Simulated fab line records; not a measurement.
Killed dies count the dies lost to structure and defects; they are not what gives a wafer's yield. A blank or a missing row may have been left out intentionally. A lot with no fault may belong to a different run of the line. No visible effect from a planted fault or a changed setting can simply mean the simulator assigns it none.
Struck lot and sound lot, side by side | flow n5 finfet | 36 out of 1938 route steps
Sound: these wafers, L739.2, L739.3, L739.5. The struck wafers were L724.2, L724.3, L724.6. Last of all comes the cause.
Per side, at each step with rows, come the tool, then ch with its chambers, and then its first start. Under that, the readings that differ: sound wafers | struck wafers | difference of the means | sigmas: that difference in standard deviations of wafers without a fault.
alike: readings whose means differ by less than 2 such deviations, and words and numbers that are the same on both sides. not compared: withheld readings, readings that some wafer has no value for, bounds like >300 that may hide the same value, and numbers for which the record gives no deviation and whose values overlap.
Wherever a step has rows on one side only, a row that says differs or no value, or a row with sigmas, the two part there. Non-overlapping numbers with no deviation appear without sigmas and do not part them. Lack of a reading on every wafer of one side parts them only where that side has two or more wafers.

first, 8 steps without rows for these wafers: N5_BEOL_M3_ECD_50 (material Cu, target thk 300 nm); N5_BEOL_M3_ANNEAL_51 (time 90 s); N5_BEOL_M3_CMP_52 (polishes, stops on SiOC, t overpolish 6.8 s, target thk 40 nm); N5_BEOL_M3_PRE_CLEAN_60 (time 15 s); N5_BEOL_M3_CO_CAP_55 (material Co, precursor CCTBA/H2, target thk 2 nm, time 102.1 s); N5_BEOL_M3_PRE_CLEAN_56 (time 15 s); N5_BEOL_M3_DEP_57 (deposits SiCN from 3MS/NH3, target thk 8 nm, time 14 s); N5_BEOL_M4_ILD_DEP_00 (deposits SiOC from DEMS/O2, target thk 79 nm, time 15.3 s).
N5_BEOL_M4_PECVD_72: deposits SiO2 from TEOS/O2, target thk 16 nm, time 18 s.
  sound on pecvd-02 ch 1,2, day 12 13:28; struck on pecvd-04 ch 0,1,2, day 8 20:25
  no value came back on the struck wafers for any of 5 readings (chamber pressure Torr (Torr), heater power outer w (W) and others); on the sound wafers chamber pressure Torr (Torr) reads 5.491 5.491 5.456
  not compared: since wet clean h
then, 25 steps without rows for these wafers: N5_BEOL_M4_HM_DEP_02 (deposits TiN, target thk 20 nm); N5_BEOL_M4_COAT_61 (time 60 s, resist thk 60 nm); N5_BEOL_M4_COAT_62 (time 60 s, resist thk 12 nm); N5_BEOL_M4_COAT_73 (time 60 s, resist thk 5 nm); N5_BEOL_M4_COAT_05 (resist thk 30 nm); N5_BEOL_M4_EBR_07; N5_BEOL_M4_SOFTBAKE_06 (time 60 s); N5_BEOL_M4_EXPOSE_08 (exposes mask M4); N5_BEOL_M4_PEB_09 (peb time 60 s); N5_BEOL_M4_DEVELOP_10 (develop time 30 s); N5_BEOL_M4_DESCUM_16 (chemistry O2, time 7 s); N5_BEOL_M4_ETCH_74 (etches underlayer in N2/H2, target depth 6.5 nm, time 5.2 s); N5_BEOL_M4_ETCH_63 (etches SiARC in CF4, target depth 15.6 nm, time 26 s); N5_BEOL_M4_ETCH_64 (etches SOC in N2/H2, target depth 75 nm, overetch 22.5 nm, time 121.9 s); N5_BEOL_M4_STRIP_65 (strips in N2/H2); N5_BEOL_M4_STRIP_75 (strips in N2/H2); N5_BEOL_M4_STRIP_66 (strips in CF4); N5_BEOL_M4_HM_OPEN_17 (chemistry Cl2/BCl3, target TiN, target depth 20 nm, overetch 6 nm); N5_BEOL_M4_STRIP_19 (strips in O2); N5_BEOL_M4_COAT_67 (time 60 s, resist thk 60 nm); N5_BEOL_M4_COAT_68 (time 60 s, resist thk 12 nm); N5_BEOL_M4_COAT_76 (time 60 s, resist thk 5 nm); N5_BEOL_M4_COAT_22 (resist thk 30 nm); N5_BEOL_M4_EBR_24; N5_BEOL_M4_SOFTBAKE_23 (time 60 s).
N5_BEOL_M4_RC_MEAS_101:
  sound on prober-01 ch 0, day 12 23:06; struck on prober-01 ch 0, day 9 06:51
  alike: DIBL_N, DIBL_P, IOFF_N, IOFF_P, ION_N, ION_P, SS_N, SS_P, VT_N, VT_P
-- a jump in the record: the struck wafers' starts before and after are 4 days apart (it breaks off in module BEOL_M4 and resumes in module PASSIVATION, where the first step shown is number 1936 of the route) --
N5_PASSIVATION_PROBE_49:
  struck on prober-02, day 13 18:02; sound on prober-02, day 17 07:04
  reading                  | sound          | struck         | difference | sigmas
  defect limited yield (%) | 90.2 92.6 92.2 | 64.0 63.0 62.0 | -28.7      | -19
  killed_at_M4_up          | 11 11 9        | 340 355 351    | +338       | +75
  killed at contacts       | 10 4 2         | 13 29 10       | +12        | +2
  killed at other          | 13 7 5         | 1 1 2          | -7         | -2
  killed dies              | 116 87 92      | 425 437 448    | +338       | +20
  killed on rim            | 18 11 14       | 103 97 30      | +62        | +17
  sort_bin_5_function (%)  | 5.3 4.4 4.8    | 31.8 33.6 33.5 | +28.1      | +31
  sort n pass              | 1064 1093 1088 | 755 743 732    | -338       | -20
  sort yield pct (%)       | 90.2 92.6 92.2 | 64.0 63.0 62.0 | -28.7      | -19
  alike: killed_at_M0_to_M3, killed at front end, killed open, killed short, sort_bin_6_memory

== WHERE THEY PART ==
At N5_BEOL_M4_PECVD_72 first; at N5_PASSIVATION_PROBE_49 last (within this record only).

WHY: the cause the simulator had injected
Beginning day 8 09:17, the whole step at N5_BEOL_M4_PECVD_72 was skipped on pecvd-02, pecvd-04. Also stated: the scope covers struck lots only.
